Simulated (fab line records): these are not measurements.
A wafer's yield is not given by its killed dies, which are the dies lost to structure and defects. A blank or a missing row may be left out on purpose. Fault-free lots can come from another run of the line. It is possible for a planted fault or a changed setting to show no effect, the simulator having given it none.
A lot that was struck, set against a sound lot + flow nandHarc + 15 steps out of a route of 1159
Sound: these wafers, L815.1, L815.5, L815.6. Struck: wafer L820.6 (L820.1, L820.4, from the same lot, were not struck and are left out); the cause is given at the end.
Each step with rows lists, per side, the tool, then ch with its chambers, then its first start. Under that, the readings that differ: sound wafers + struck wafers + difference of the means + sigmas: that difference in standard deviations of wafers without a fault.
alike: words and numbers the same on both sides, and readings whose means are apart by under 2 such deviations; not compared: readings that were withheld, readings missing a value for some wafer, numbers with overlapping values and no deviation given by the record, and bounds like >300 which may hide the same value.
A row with sigmas, a row that says differs or no value, or rows on one side alone: a step with any of these is where the two part. Non-overlapping numbers with no deviation appear without sigmas and do not part them. Lack of a reading on every wafer of one side parts them only where that side has two or more wafers.

first, 7 steps without rows for these wafers: NHARC_A_BLC_COAT_03 (time 65 s); NHARC_A_BLC_COAT_04 (resist thk 90 nm); NHARC_A_BLC_SOFTBAKE_05 (time 55 s); NHARC_A_BLC_EBR_06; NHARC_A_BLC_EXPOSE_07 (exposes mask A BLC, target cd 100 nm); NHARC_A_BLC_PEB_08 (peb time 65 s); NHARC_A_BLC_DEVELOP_09 (develop time 35 s).
NHARC_A_BLC_CD_MEAS_10: the cd target is 100 nm.
  sound on cdSem-02 ch 0, day 19 09:28; struck on cdSem-03 ch 0, day 20 16:04
  alike: cdNm
NHARC_A_BLC_OVL_MEAS_11:
  sound on overlay-01 at day 19 09:34; struck on overlay-02 at day 20 16:10
  alike: overlayXNm, overlayYNm
NHARC_A_BLC_INSPECT_12:
  sound on defectInspect-02 at day 19 09:36; struck on defectInspect-02 at day 20 16:11
  alike: rawDefectCount
NHARC_A_BLC_DESCUM_15: chemistry O2, time 3 s.
  sound on rieDiel-13 ch 0,1, day 19 09:41; struck on rieDiel-13 ch 3, day 20 16:15
  alike: drypumpMotorCurrentA, oesProductAu, rfVppV, showerheadPlenumPTorr, throttleValvePct
  not compared: rfHoursCounterH
NHARC_A_BLC_ETCH_16: etches the open film in CF4, target depth 39 nm, time 65 s.
  sound on rieDiel-13 ch 0,1,2, day 19 09:46; struck on rieDiel-13 ch 3, day 20 16:20
  alike: drypumpMotorCurrentA, oesProductAu, rfVppV, runLengthS, showerheadPlenumPTorr, throttleValvePct
  not compared: rfHoursCounterH
NHARC_A_BLC_ETCH_17: etches the open film in N2/H2, target depth 390 nm, time 609.38 s.
  sound on rieDiel-13 ch 0,2, day 19 09:56; struck on rieDiel-13 ch 2, day 20 16:26
| reading             | sound             | struck | difference | sigmas |
|---------------------|-------------------|--------|------------|--------|
| oesProductAu (a.u.) | 1.009 1.005 1.005 | 0.980  | -0.026     | -3     |
| runLengthS (s)      | 630.5 630.6 630.8 | 615.8  | -14.8      | -31    |
  alike: drypumpMotorCurrentA, rfVppV, showerheadPlenumPTorr, throttleValvePct
  not compared: rfHoursCounterH
NHARC_A_BLC_ETCH_18: etches the open film in C4F8/O2/Ar, target depth 910 nm.
  sound: rieDiel-13 ch 0,2; struck: rieDiel-13 ch 2
  alike: oesProductAu, rfVppV
  not compared: rfHoursCounterH
NHARC_END_SORT_01:
  the record has rows for the sound wafers here (prober-02 ch 0, day 21 07:09) and none for the struck ones

## WHERE THEY PART
At NHARC_A_BLC_ETCH_17 first; at NHARC_END_SORT_01 last (within this record only).

WHY: whatever the simulator had introduced
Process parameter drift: rieDiel-13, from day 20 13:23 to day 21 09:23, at NHARC_A_BLC_ETCH_17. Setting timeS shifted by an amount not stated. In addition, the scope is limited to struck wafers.
